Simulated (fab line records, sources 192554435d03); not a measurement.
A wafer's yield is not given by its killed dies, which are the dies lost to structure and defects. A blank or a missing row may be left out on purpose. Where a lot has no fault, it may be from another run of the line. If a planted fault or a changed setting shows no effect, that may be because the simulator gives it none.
Lot-split experiment / flow n5Finfet / 21 wafers read across 7 lots, on a route 1938 steps long

THE SPLIT
At N5_BEOL_M3_ETCH_70 (etches SOC in N2/H2, target depth 80 nm, overetch 16 nm, time 120 s), the setting sourceW was moved away from the recipe's 840 W on 7 of the 21 wafers read, by -13.5% to +12.3%. This setting was run at the recipe's value on the other wafers.

Reading taken at the split's own step.

THE READING
rfVppV, in V, at N5_BEOL_M3_ETCH_70 (etches SOC in N2/H2, target depth 80 nm, overetch 16 nm, time 120 s). On this fab line, fault-free wafers typically give 523.7 V with a standard deviation of 2.2 V.

wafer=L075.1; tool, chamber at the split=rieDiel-06, 3; sourceW as run, W=840; against the recipe=recipe; rfVppV, V=525.7; against lot-mates on the recipe=-
wafer=L075.2; tool, chamber at the split=rieDiel-06, 0; sourceW as run, W=840; against the recipe=recipe; rfVppV, V=520.7; against lot-mates on the recipe=-
wafer=L075.6; tool, chamber at the split=rieDiel-06, 3; sourceW as run, W=726.3; against the recipe=-13.5%; rfVppV, V=551.2; against lot-mates on the recipe=+28.0
wafer=L077.2; tool, chamber at the split=rieDiel-03, 0; sourceW as run, W=840; against the recipe=recipe; rfVppV, V=523.1; against lot-mates on the recipe=-
wafer=L077.5; tool, chamber at the split=rieDiel-03, 2; sourceW as run, W=840; against the recipe=recipe; rfVppV, V=523.6; against lot-mates on the recipe=-
wafer=L077.6; tool, chamber at the split=rieDiel-03, 3; sourceW as run, W=840; against the recipe=recipe; rfVppV, V=525.0; against lot-mates on the recipe=-
wafer=L081.1; tool, chamber at the split=rieDiel-04, 3; sourceW as run, W=794.2; against the recipe=-5.5%; rfVppV, V=532.0; against lot-mates on the recipe=+8.5
wafer=L081.3; tool, chamber at the split=rieDiel-04, 1; sourceW as run, W=840; against the recipe=recipe; rfVppV, V=523.5; against lot-mates on the recipe=-
wafer=L081.6; tool, chamber at the split=rieDiel-04, 3; sourceW as run, W=794.2; against the recipe=-5.5%; rfVppV, V=531.4; against lot-mates on the recipe=+7.9
wafer=L083.3; tool, chamber at the split=rieDiel-06, 0; sourceW as run, W=905.7; against the recipe=+7.8%; rfVppV, V=508.0; against lot-mates on the recipe=-18.3
wafer=L083.4; tool, chamber at the split=rieDiel-06, 3; sourceW as run, W=840; against the recipe=recipe; rfVppV, V=526.3; against lot-mates on the recipe=-
wafer=L083.5; tool, chamber at the split=rieDiel-06, 3; sourceW as run, W=905.7; against the recipe=+7.8%; rfVppV, V=512.3; against lot-mates on the recipe=-14.0
wafer=L084.1; tool, chamber at the split=rieDiel-03, 3; sourceW as run, W=840; against the recipe=recipe; rfVppV, V=524.9; against lot-mates on the recipe=-
wafer=L084.5; tool, chamber at the split=rieDiel-03, 3; sourceW as run, W=840; against the recipe=recipe; rfVppV, V=524.2; against lot-mates on the recipe=-
wafer=L084.6; tool, chamber at the split=rieDiel-03, 2; sourceW as run, W=840; against the recipe=recipe; rfVppV, V=523.7; against lot-mates on the recipe=-
wafer=L096.1; tool, chamber at the split=rieDiel-03, 3; sourceW as run, W=840; against the recipe=recipe; rfVppV, V=524.4; against lot-mates on the recipe=-
wafer=L096.4; tool, chamber at the split=rieDiel-03, 0; sourceW as run, W=942.9; against the recipe=+12.3%; rfVppV, V=503.8; against lot-mates on the recipe=-20.6
wafer=L096.6; tool, chamber at the split=rieDiel-03, 1; sourceW as run, W=942.9; against the recipe=+12.3%; rfVppV, V=508.0; against lot-mates on the recipe=-16.4
wafer=L095.1; tool, chamber at the split=rieDiel-04, 3; sourceW as run, W=840; against the recipe=recipe; rfVppV, V=520.5; against lot-mates on the recipe=-
wafer=L095.2; tool, chamber at the split=rieDiel-04, 1; sourceW as run, W=840; against the recipe=recipe; rfVppV, V=522.0; against lot-mates on the recipe=-
wafer=L095.3; tool, chamber at the split=rieDiel-04, 2; sourceW as run, W=840; against the recipe=recipe; rfVppV, V=527.4; against lot-mates on the recipe=-

FIT RESULTS
A straight line over all 21 wafers: rfVppV changes by -1.68 V for each +1% of sourceW; r = -0.97; the points scatter about the line by 2.4 V.
The same after taking each lot's own level away (the mean of its wafers on the recipe; 21 wafers): -1.77 V for each +1%; r = -0.97; scatter 2.4 V.
The reading moves by 24 V for the largest change in sourceW, on that fit.
Across the lots, their own levels run from 523.20 to 526.30 V, a range of 1.4 times the standard deviation given above.
The two slopes agree, so the slope changes little with the lot-to-lot level.
Check: with one of the wafers moved furthest among these (-13.5%) left out of the fit, the line predicts +21.9 V for it against its lot-mates. It came out at +28 V against them.
Tool readings at the split's step, against how far the setting was moved: rfVppV r = -0.97.

OTHER SPLITS APPLIED TO THESE WAFERS
Note: prior to the reading, these wafers also went through further splits. Each is held against what the fit with the lots' levels taken away leaves over:
other split on the same wafers=N5_BEOL_M2_COAT_62 spinRpm; wafers away from the commonest value=8; r with rfVppV (lot level and that fit taken away)=-0.29

FILE'S OWN FIT
rfVppV changes by -1.83 V for each +1% of sourceW, r = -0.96.
